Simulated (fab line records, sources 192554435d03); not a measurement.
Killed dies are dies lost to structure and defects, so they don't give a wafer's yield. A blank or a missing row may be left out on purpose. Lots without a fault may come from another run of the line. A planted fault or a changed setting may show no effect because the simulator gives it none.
fab line records | flow n5_finfet
record lots=6 wafers=17 last_day=17
route steps=1938 shown HKMG_FIN@450 GATE_CUT@465 BEOL_M4@1111 PASSIVATION@1936
lots that met no fault: from a run of the same line without faults
start_h: hours from the record's first day to the start of the lot's first wafer shown | wait_h: hours since the lot's step before | " the same as in the row above | L1.1+2: a row that stands for several wafers | - no value, or no start given | * or withheld: withheld | < > ~ a bound
route shown NAME@n: a module of which the file shows steps, and the number in the route of the first | usual: mean/standard deviation of fault-free wafers | same: alike in all rows | chamber/n: place in a boat | sites: the reading at each site | _std_site: their standard deviation | _edge_site: outer sites' mean less inner sites' | radius_mm: how far each site lies from the wafer's centre | mask NAME#n: copy n | behind: the tool/chamber that last shaped the wafer | hold: why the lot was held/for how many hours/how that ended | device: the transistor (n, p or np) that didn't switch | end of line: the same wafers' tests at the end of the route | a step without rows: its recipe alone | killed: dies lost to structure and defects at the first sort, not the wafer's yield | map: a wafer's dies, x killed, . not, _ none there
set.NAME: the setting as run; set.NAME@STEP: as run at that earlier step | model.NAME: the simulator's own value behind a step, which no gauge read
lots at some steps of the route; a table a step, a row a wafer
services: from which hour (start_h, from the record's first day; less than 0 if before it) a tool's chamber was out of use, for how many hours, and why
## steps
# step N5_HKMG_FIN_COAT_66
# recipe resist=SOC temp_c=250 time_s=60 spin_rpm=1500 resist_thk_nm=300
# step N5_HKMG_FIN_ETCH_67
# recipe chemistry=N2/H2 target=SOC target_depth_a=3889 stop_on=TiN ion_energy_ev=100 bias_w=61 pressure_mtorr=30 source_w=850 n2_flow_sccm=200 h2_flow_sccm=200
# usual drypump_motor_current_A=5.6/0.4 h2_flow_sccm=200.0/0.66 oes_product_au=0.78/0.079 rf_vpp_V=241.1/1.4 showerhead_plenum_p_Torr=2.56/0.08 throttle_valve_pct=17.92/0.17
# columns lot.wafer tool chamber start_h wait_h drypump_motor_current_A h2_flow_sccm oes_product_au rf_hours_counter_h rf_vpp_V showerhead_plenum_p_Torr throttle_valve_pct
L260.1 rie_diel-06 1 88.32 - 6.1 200.0 0.70 237 242.1 2.60 18.07
L260.3 " 3 " " 6.0 200.7 0.71 206 239.0 2.52 18.31
L260.4 " 1 " " 6.1 199.8 0.70 - 240.0 2.60 18.05
L265.2 rie_diel-02 1 121.57 - 5.5 201.0 0.71 186 242.1 2.64 18.05
L265.3 " 2 " " 5.0 199.9 0.73 179 240.2 2.52 17.83
L265.5 " 3 " " 5.8 200.2 0.87 - 244.6 2.69 17.71
L274.2 rie_diel-02 0 170.65 - 5.3 199.7 0.86 40 239.6 2.59 18.00
L274.3 " 2 " " 5.0 200.1 0.71 196 239.5 2.51 17.88
L274.5 " 0 " " 5.3 199.2 0.87 - 239.9 2.59 17.99
L277.2 rie_diel-02 0 192.36 - 5.3 200.4 0.85 49 241.5 2.59 18.00
L277.3 " 3 " " 5.8 200.4 0.84 60 241.3 2.68 17.76
L277.4 " 1 " " 5.6 199.7 0.70 206 243.3 2.63 18.08
L279.1 rie_diel-04 0 202.40 - 6.1 201.2 0.77 115 239.0 2.44 17.67
L279.5 " 1 " " 5.4 199.6 0.86 - 242.0 2.57 17.87
L281.1 rie_diel-02 0 215.37 - 5.3 199.8 0.83 57 241.2 2.59 18.01
L281.4 " 1 " " 5.5 199.1 0.70 213 244.0 2.63 18.10
L281.5 " 0 " " 5.3 199.2 0.84 - 242.7 2.58 18.03
# step N5_HKMG_FIN_STRIP_90
# recipe chemistry=N2/H2 material=SOC time_s=20 power_w=500 temp_c=40 pressure_mtorr=50 rf_frequency_hz=6e+07 bias_power_w=8 h2_frac=0.5 n2_flow_sccm=300 h2_flow_sccm=300
# step N5_HKMG_FIN_WET_ETCH_73
# recipe chemistry=SC1 mix=1:2:40 temp_c=50 time_s=42.3 target_depth_nm=1.3 dry=ipa_marangoni rinse_time_s=30 rinse_temp_c=23
# step N5_HKMG_FIN_ETCHBACK_68
# recipe chemistry=Cl2/Ar stop_on=HfO2 target_depth_a=5 pressure_mtorr=10 icp_w=600 bias_w=60 Cl2_flow_sccm=40 Ar_flow_sccm=60
# usual drypump_motor_current_A=5.8/0.37 oes_product_au=0.76/0.11 throttle_valve_pct=20.9/0.32
# columns lot.wafer tool chamber start_h wait_h drypump_motor_current_A oes_product_au rf_hours_counter_h throttle_valve_pct
L260.1 rie_metal-01 1 88.54 0.0 6.5 0.70 63 20.9
L260.3 " 1 " " 6.5 0.71 - 20.9
L260.4 " 1 " " 6.5 0.71 - 20.9
L265.2 rie_metal-01 1 121.80 0.0 6.4 0.70 66 20.9
L265.3 " 0 " " 5.4 0.92 - 20.8
L265.5 " 1 " " 6.4 0.70 - 20.9
L274.2 rie_metal-03 0 170.87 0.0 5.7 0.71 73 21.2
L274.3 " 1 " " 5.7 0.93 - 20.3
L274.5 " 0 " " 5.7 0.71 - 21.1
L277.2 rie_metal-03 0 192.58 0.0 5.8 0.71 75 21.2
L277.3 " 0 " " 5.7 0.71 - 21.2
L277.4 " 1 " " 5.7 0.92 - 20.3
L279.1 rie_metal-03 1 202.62 0.0 5.7 0.90 6 20.3
L279.5 " 1 " " 5.7 0.91 - 20.3
L281.1 rie_metal-02 1 215.58 0.0 5.3 0.77 44 21.2
L281.4 " 0 " " 5.9 0.63 - 21.0
L281.5 " 0 " " 5.9 0.63 - 21.0
# step N5_HKMG_FIN_STRIP_69
# recipe chemistry=N2/H2 power_w=2500 temp_c=300 h2_frac=0.65 time_s=360 pressure_mtorr=withheld n2_flow_sccm=1750 h2_flow_sccm=3250
# step N5_HKMG_FIN_ALD_21
# recipe material=TiN target_thk_a=15 temp_c=400 ald_precursor_family=TiCl4 ald_co_reactant=NH3 pulse_time_s=1 purge_time_s=3 co_reactant_purge_time_s=2 co_reactant_pulse_time_s=2 ald_cycles=68 pressure_torr=3
# step N5_HKMG_FIN_ALD_72
# recipe material=W target_thk_a=20 temp_c=300 pressure_torr=7.5 ald_precursor_family=WF6 ald_co_reactant=B2H6 pulse_time_s=1 purge_time_s=2 co_reactant_purge_time_s=2 co_reactant_pulse_time_s=3 ald_cycles=7
# usual chamber_pressure_Torr=7.502/0.016 heater_power_w=461/51 precursor_pulse_height_rel=0.998/0.019
# same purge_time_s=2
# columns lot.wafer tool chamber start_h wait_h chamber_pressure_Torr heater_power_w precursor_pulse_height_rel
L260.1 cvd_w-02 0 89.54 0.2 7.509 516 0.998
L260.3 " 1 " " 7.474 421 0.969
L260.4 " 0 " " 7.513 518 1.006
L265.2 cvd_w-01 1 122.68 0.2 7.474 413 1.011
L265.3 " 0 " " 7.509 518 0.965
L265.5 " 0 " " 7.519 504 1.014
L274.2 cvd_w-01 0 171.79 0.2 7.526 511 0.982
L274.3 " 1 " " 7.499 407 0.980
L274.5 " 1 " " 7.481 405 0.996
L277.2 cvd_w-01 1 193.47 0.2 7.519 405 0.951
L277.3 " 1 " " 7.490 406 0.998
L277.4 " 0 " " 7.523 502 1.022
L279.1 cvd_w-01 0 203.52 0.2 7.490 495 0.999
L279.5 " 1 " " 7.483 401 1.010
L281.1 cvd_w-01 1 216.47 0.2 7.509 415 1.036
L281.4 " 1 " " 7.527 410 0.978
L281.5 " 1 " " 7.518 397 0.998
# step N5_HKMG_FIN_W_FILL_22
# recipe material=W target_thk_a=600 temp_c=400 pressure_torr=39.4 time_s=18.2
# step N5_HKMG_FIN_PRECLEAN_83
# recipe chemistry=DIW time_s=57.5 temp_c=23
# step N5_HKMG_FIN_SRD_84
# recipe dry_time_s=32 dry=n2_spin spin_rpm=1500
# step N5_HKMG_FIN_CMP_23
# recipe stop_on=SiNx t_overpolish_s=10 post_cmp_clean=rinse_only down_force_psi=4 platen_rpm=50.289 pad_velocity_m_s=1.0006 target_thk_nm=46.326
# step N5_HKMG_FIN_CMP_94
# recipe stop_on=SiNx post_cmp_clean=w_dilute_nh4oh t_overpolish_s=4.7 down_force_psi=4 platen_rpm=50.289 pad_velocity_m_s=1.0006 target_thk_nm=43.299
# usual motor_current_A=11.9/1.2
# columns lot.wafer tool chamber start_h wait_h motor_current_A model.SiNx_of_SDB_ALD_29.thk_nm
L260.4 cmp-01 0 90.20 0.4 10.9 28.2
L260.3 " 2 " " 14.8 28.4
L260.1 " 3 " " 11.2 28.4
L265.2 cmp-02 0 123.33 0.4 12.4 28.4
L265.3 " 2 " " 10.9 28.4
L265.5 " 0 " " 12.2 28.4
L274.2 cmp-01 2 172.50 0.3 14.6 27.8
L274.3 " 3 " " 11.0 28.4
L274.5 " 0 " " 11.1 28.2
L277.4 cmp-01 3 194.12 0.4 11.9 28.2
L277.2 " 0 " " 10.8 27.8
L277.3 " 1 " " 11.5 28.2
L279.1 cmp-04 3 204.23 0.3 12.8 28.4
L279.5 " 1 " " 12.5 28.4
L281.1 cmp-02 1 217.77 0.9 10.1 28.2
L281.4 " 3 " " 12.7 28.4
L281.5 " 1 " " 9.3 28.2
# step N5_HKMG_FIN_INSPECT_28
# recipe inspect_instrument=darkfield mode=post_cmp
# usual raw_defect_count=40/20
# columns lot.wafer tool chamber start_h wait_h raw_defect_count
L260.1 defect_inspect-01 - 90.43 0.0 31
L260.3 " - " " 48
L260.4 " - " " 27
L265.2 defect_inspect-02 - 123.57 0.0 59
L265.3 " - " " 85
L265.5 " - " " 46
L274.2 defect_inspect-02 - 172.68 0.0 36
L274.3 " - " " 24
L274.5 " - " " 22
L277.2 defect_inspect-01 - 194.35 0.0 48
L277.3 " - " " 29
L277.4 " - " " 79
L279.1 defect_inspect-01 - 204.40 0.0 25
L279.5 " - " " 31
L281.1 defect_inspect-01 - 217.97 0.0 13
L281.4 " - " " 17
L281.5 " - " " 16
# step N5_GATE_CUT_ETCHBACK_00
# recipe chemistry=SF6/Cl2 target=W pressure_mtorr=8 icp_w=900 bias_w=80 SF6_flow_sccm=40 Cl2_flow_sccm=60
# usual drypump_motor_current_A=5.8/0.39 oes_product_au=0.77/0.11 throttle_valve_pct=27.51/0.28
# columns lot.wafer tool chamber start_h wait_h drypump_motor_current_A oes_product_au rf_hours_counter_h throttle_valve_pct
L260.1 rie_metal-02 1 90.46 0.0 5.3 0.80 33 27.77
L260.3 " 0 " " 5.9 0.66 - 27.50
L260.4 " 1 " " 5.3 0.80 - 27.77
L265.2 rie_metal-03 0 123.64 0.1 5.8 0.73 - 27.76
L265.3 " 0 " " 5.7 0.74 - 27.77
L265.5 " 0 " " 5.8 0.73 - 27.76
L274.2 rie_metal-01 1 172.71 0.0 6.5 0.70 71 27.67
L274.3 " 0 " " 5.4 0.90 - 27.31
L274.5 " 0 " " 5.4 0.90 - 27.30
L277.2 rie_metal-01 0 194.38 0.0 5.4 0.90 9 27.30
L277.3 " 1 " " 6.5 0.69 - 27.66
L277.4 " 0 " " 5.4 0.88 - 27.30
L279.1 rie_metal-01 0 204.44 0.0 5.4 0.88 10 27.31
L279.5 " 0 " " 5.4 0.87 - 27.31
L281.1 rie_metal-03 0 218.00 0.0 5.8 0.71 77 27.79
L281.4 " 0 " " 5.8 0.71 - 27.79
L281.5 " 1 " " 5.7 0.91 - 26.93
# step N5_GATE_CUT_ETCH_56
# recipe chemistry=Cl2/Ar target=TiN target_depth_a=216 pressure_mtorr=10 icp_w=600 bias_w=60 Cl2_flow_sccm=40 Ar_flow_sccm=60
# step N5_GATE_CUT_ETCHBACK_30
# recipe chemistry=Cl2/Ar target=TiN target_depth_a=30 mode=isotropic pressure_mtorr=10 icp_w=600 bias_w=60 Cl2_flow_sccm=40 Ar_flow_sccm=60
# usual drypump_motor_current_A=5.8/0.39 oes_product_au=0.76/0.11 throttle_valve_pct=20.90/0.26
# columns lot.wafer tool chamber start_h wait_h drypump_motor_current_A oes_product_au rf_hours_counter_h throttle_valve_pct
L260.1 rie_metal-02 1 90.67 0.1 5.3 0.79 34 21.17
L260.3 " 0 " " 5.9 0.65 - 21.02
L260.4 " 1 " " 5.3 0.78 - 21.20
L265.2 rie_metal-03 0 124.03 0.1 5.7 0.73 - 21.12
L265.3 " 0 " " 5.7 0.73 - 21.12
L265.5 " 0 " " 5.8 0.73 - 21.13
L274.2 rie_metal-01 1 172.92 0.1 6.5 0.70 71 20.92
L274.3 " 0 " " 5.4 0.90 - 20.77
L274.5 " 0 " " 5.4 0.89 - 20.77
L277.2 rie_metal-01 0 194.59 0.1 5.4 0.88 9 20.78
L277.3 " 1 " " 6.4 0.69 - 20.92
L277.4 " 0 " " 5.4 0.89 - 20.79
L279.1 rie_metal-01 0 204.65 0.1 5.4 0.88 10 20.77
L279.5 " 0 " " 5.4 0.88 - 20.78
L281.1 rie_metal-03 0 218.21 0.1 5.8 0.71 77 21.16
L281.4 " 0 " " 5.8 0.72 - 21.18
L281.5 " 1 " " 5.7 0.91 - 20.28
# step N5_GATE_CUT_VAPOR_ETCH_60
# recipe chemistry=BCl3/Cl2 target=HfO2 mode=isotropic
# step N5_GATE_CUT_ETCH_58
# recipe chemistry=CH3F/O2 target=SiNx target_depth_a=170 time_s=128.6 ion_energy_ev=50 pressure_mtorr=30 source_w=415 bias_w=21 Ar_flow_sccm=150 CH3F_flow_sccm=30 O2_flow_sccm=20
# usual drypump_motor_current_A=5.7/0.52 oes_product_au=0.79/0.074 rf_vpp_V=99.1/0.93 showerhead_plenum_p_Torr=2.00/0.08 throttle_valve_pct=16.22/0.23
# columns lot.wafer tool chamber start_h wait_h drypump_motor_current_A oes_product_au rf_hours_counter_h rf_vpp_V showerhead_plenum_p_Torr throttle_valve_pct model.SiNx_of_SDB_ALD_29.thk_nm
L260.1 rie_diel-05 3 90.75 0.0 5.8 0.73 184 100.2 2.07 16.08 24.6
L260.3 " 0 " " 5.6 0.80 92 97.4 1.86 16.22 24.6
L260.4 " 1 " " 6.1 0.87 33 100.7 2.11 15.94 24.6
L265.2 rie_diel-05 1 124.24 0.1 6.1 0.85 44 99.8 2.10 15.96 24.6
L265.3 " 3 " " 5.8 0.73 196 99.8 2.07 16.08 24.6
L265.5 " 1 " " 6.1 0.85 - 99.6 2.10 15.98 24.6
L274.2 rie_diel-03 2 173.00 0.0 5.1 0.75 155 99.0 1.92 16.34 24.2
L274.3 " 0 " " 5.9 0.73 161 98.9 2.00 16.47 24.6
L274.5 " 2 " " 5.1 0.76 - 98.2 1.92 16.32 24.6
L277.2 rie_diel-05 3 194.82 0.2 5.8 0.71 215 99.0 2.06 16.12 24.2
L277.3 " 0 " " 5.6 0.76 123 97.9 1.85 16.28 24.4
L277.4 " 1 " " 6.0 0.82 64 98.7 2.10 16.00 24.6
L279.1 rie_diel-01 0 204.79 0.1 4.9 0.86 66 99.6 2.02 16.27 24.6
L279.5 " 3 " " 5.4 0.69 - 97.2 1.90 16.38 24.6
L281.1 rie_diel-03 0 218.29 0.0 5.9 0.73 173 99.3 2.00 16.49 24.4
L281.4 " 1 " " 6.1 0.88 53 99.0 1.94 16.10 24.6
L281.5 " 2 " " 5.1 0.75 - 98.8 1.92 16.36 24.4
# step N5_GATE_CUT_STRIP_59
# recipe chemistry=N2/H2 time_s=20 power_w=100 temp_c=40 pressure_mtorr=100 rf_frequency_hz=6e+07 bias_power_w=3 n2_flow_sccm=300 h2_flow_sccm=300
# step N5_BEOL_M4_RC_MEAS_101
# usual DIBL_N=36.3/1.6 DIBL_P=36.2/2.1 IOFF_N=0.16/0.031 IOFF_P=0.21/0.034 ION_N=673/11 ION_P=461/7.4 SS_N=71.6/0.55 SS_P=73.3/0.66 VT_N=251/3.2 VT_P=-251/3.5
# columns lot.wafer tool chamber start_h wait_h DIBL_N[mV/V] DIBL_P[mV/V] IOFF_N[nA/um] IOFF_P[nA/um] ION_N[uA/um] ION_P[uA/um] SS_N[mV/dec] SS_P[mV/dec] VT_N[mV] VT_P[mV]
L260.1 prober-02 0 163.10 0.0 34.0 35.9 0.15 0.20 683 466 70.8 72.9 250 -253
L260.3 " 0 " " 36.2 37.4 0.18 0.22 682 456 71.5 73.7 249 -251
L260.4 " 0 " " 36.6 39.3 0.19 0.25 669 461 71.9 73.8 247 -249
L265.2 prober-01 0 204.88 0.2 35.2 34.9 0.13 0.17 663 448 71.0 72.3 254 -255
L265.3 " 0 " " 34.4 33.3 0.12 0.16 669 458 71.0 72.1 255 -258
L265.5 " 0 " " 36.8 36.8 0.16 0.21 687 463 70.9 73.3 248 -252
L274.2 prober-02 0 245.59 0.2 35.8 36.0 0.16 0.23 678 469 71.1 72.4 246 -247
L274.3 " 0 " " 35.2 36.1 0.15 0.23 671 466 71.1 72.8 247 -244
L274.5 " 0 " " 36.3 37.2 0.17 0.25 685 485 71.4 72.8 249 -243
L277.2 prober-01 0 269.09 0.2 38.2 39.2 0.19 0.24 690 466 72.3 75.1 248 -252
L277.3 " 0 " " 36.2 36.6 0.15 0.20 673 456 72.1 73.4 249 -250
L277.4 " 0 " " 36.3 36.1 0.14 0.19 660 457 72.2 73.7 254 -251
L279.1 prober-01 0 280.98 0.0 37.6 36.2 0.15 0.19 664 454 72.1 73.3 252 -252
L279.5 " 0 " " 36.0 35.4 0.13 0.19 661 454 72.1 73.5 254 -254
L281.1 prober-01 0 297.85 0.0 35.5 35.7 0.15 0.17 680 464 71.4 72.9 250 -256
L281.4 " 0 " " 37.2 38.6 0.20 0.23 682 467 71.6 74.1 247 -250
L281.5 " 0 " " 38.1 39.8 0.20 0.25 686 470 72.0 74.1 247 -250
# step N5_PASSIVATION_PROBE_49
# usual defect_limited_yield=91.5/1.5 killed_at_M0_to_M3=32/9.4 killed_at_M4_up=12/5.1 killed_at_contacts=11/7.4 killed_at_front_end=41/11 killed_at_other=3.4/2.5 killed_dies=100/17 killed_open=65/14 killed_short=33/7 sort_bin_5_function=4.9/0.96 sort_bin_6_memory=3.1/0.7 sort_n_pass=1080/17 sort_yield_pct=91.5/1.5
# same gross_dies=1180 killed_at_back_side=0 sort_bin_4_leakage[%]=0 sort_bin_8_speed[%]=0
# columns lot.wafer tool chamber start_h wait_h defect_limited_yield[%] killed_at_M0_to_M3 killed_at_M4_up killed_at_contacts killed_at_front_end killed_at_other killed_dies killed_open killed_short sort_bin_5_function[%] sort_bin_6_memory[%] sort_n_pass sort_yield_pct[%]
L277.2 prober-02 - 355.39 0.1 95.3 19 5 8 22 2 56 34 22 3.0 1.7 1124 95.3
L277.3 prober-02 - 355.44 0.1 90.7 33 18 6 44 9 110 65 45 5.6 3.1 1070 90.7
L277.4 prober-02 - 355.49 0.2 91.7 41 14 8 33 2 98 66 32 4.7 3.1 1082 91.7
L281.1 prober-02 - 401.05 0.0 92.0 33 12 6 35 8 94 61 33 4.4 3.2 1086 92.0
L281.4 prober-02 - 401.20 0.2 95.2 14 13 3 26 1 57 32 25 2.8 1.9 1123 95.2
L281.5 prober-02 - 401.25 0.2 91.3 25 18 11 43 6 103 75 28 4.7 4.0 1077 91.3
# killed by level:class
L277.2 BEOL_M0_SAQP:geometric_particle:open=4 MOL_CONTACT_COAG:geometric_particle:open=4 MOL_CONTACT_COAG:geometric_particle:short=4 BEOL_M2:geometric_particle:open=4 FIN_SAQP:geometric_particle:short=3 ILD0:geometric_particle:short=3 BEOL_M1:geometric_particle:open=3 BEOL_M3:geometric_particle:open=3
L277.3 FIN_SAQP:geometric_particle:open=13 BEOL_M0_SAQP:geometric_particle:short=8 BEOL_M0_SAQP:geometric_particle:open=8 BEOL_M4:geometric_particle:open=8 MIM_TOP_ETCH:geometric_particle:short=6 FIN_SAQP:geometric_particle:short=5 DUMMY_GATE:geometric_particle:open=5 GATE_CUT:geometric_particle:short=5
L277.4 FIN_SAQP:geometric_particle:open=8 BEOL_M0_SAQP:geometric_particle:open=8 BEOL_M0_SAQP:geometric_particle:short=8 BEOL_M2:geometric_particle:open=7 MOL_CONTACT_COAG:geometric_particle:open=6 BEOL_M3:geometric_particle:open=6 FIN_SAQP:geometric_particle:short=5 BEOL_M1:geometric_particle:open=5
L281.1 DUMMY_GATE:geometric_particle:open=9 BEOL_M1:geometric_particle:open=8 BEOL_M0_SAQP:geometric_particle:short=7 BEOL_M1:geometric_particle:short=7 FIN_SAQP:geometric_particle:open=5 FIN_SAQP:geometric_particle:short=5 STARTING-WAFER:geometric_particle:open=5 MOL_CONTACT_COAG:geometric_particle:open=4
L281.4 FIN_SAQP:geometric_particle:short=7 FIN_SAQP:geometric_particle:open=5 BEOL_M1:geometric_particle:open=5 BEOL_M5:geometric_particle:open=5 ILD0:geometric_particle:short=3 BEOL_M0_SAQP:geometric_particle:short=3 BEOL_M1:geometric_particle:short=3 BEOL_M4:geometric_particle:open=3
L281.5 DUMMY_GATE:geometric_particle:open=10 BEOL_M4:geometric_particle:open=9 MOL_CONTACT_COAG:geometric_particle:open=8 STARTING-WAFER:geometric_particle:open=7 FIN_SAQP:geometric_particle:open=6 BEOL_M0_SAQP:geometric_particle:open=6 BEOL_M1:geometric_particle:open=6 PAD_METAL:geometric_particle:open=6
## services
# columns tool chamber start_h hours kind
cvd_w-01 - 65.32 2.8 pm
rie_diel-05 - 70.80 14.6 pm
rie_diel-02 0 75.70 2.6 repair
cvd_w-01 0 79.85 19.0 repair
cmp-04 - 82.93 3.9 pm
rie_diel-06 2 87.77 25.7 repair
rie_diel-06 1 88.98 2.9 repair
rie_diel-02 3 89.46 1.7 repair
rie_diel-06 1 102.88 93.9 repair
cvd_w-01 - 104.49 14.6 pm
rie_metal-01 - 113.60 0.4 repair
cvd_w-01 - 128.14 0.8 repair
cmp-02 - 134.22 4.5 pm
cvd_w-01 - 145.70 0.3 repair
rie_metal-02 - 150.85 2.8 pm
rie_diel-05 - 159.79 0.5 repair
rie_diel-02 1 162.23 15.8 repair
cmp-01 - 167.23 2.6 repair
cmp-01 - 176.94 11.4 pm
rie_diel-03 0 181.89 7.9 repair
cmp-02 - 188.39 11.7 pm
rie_diel-02 - 192.75 0.2 repair
cmp-02 - 200.59 4.0 pm
cvd_w-01 0 212.20 6.2 repair
## key
first_sign none at tools or gauges
model_effect step=N5_HKMG_FIN_CMP_94 value=SiNx_of_SDB_ALD_29.thk_nm without=28.2 struck=27.8
model_effect step=N5_GATE_CUT_ETCH_58 value=SiNx_of_SDB_ALD_29.thk_nm without=24.6 struck=24.2
met_at N5_HKMG_FIN_CMP_94
struck_wafers L274.2,L277.2
onset_between 90.20 172.50
fault kind=process_parameter_drift tool=cmp-01 chamber=- onset_h=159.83 steps=N5_HKMG_FIN_CMP_94 channel=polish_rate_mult offset=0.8 shape=step end_h=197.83 scope=struck_wafers_only
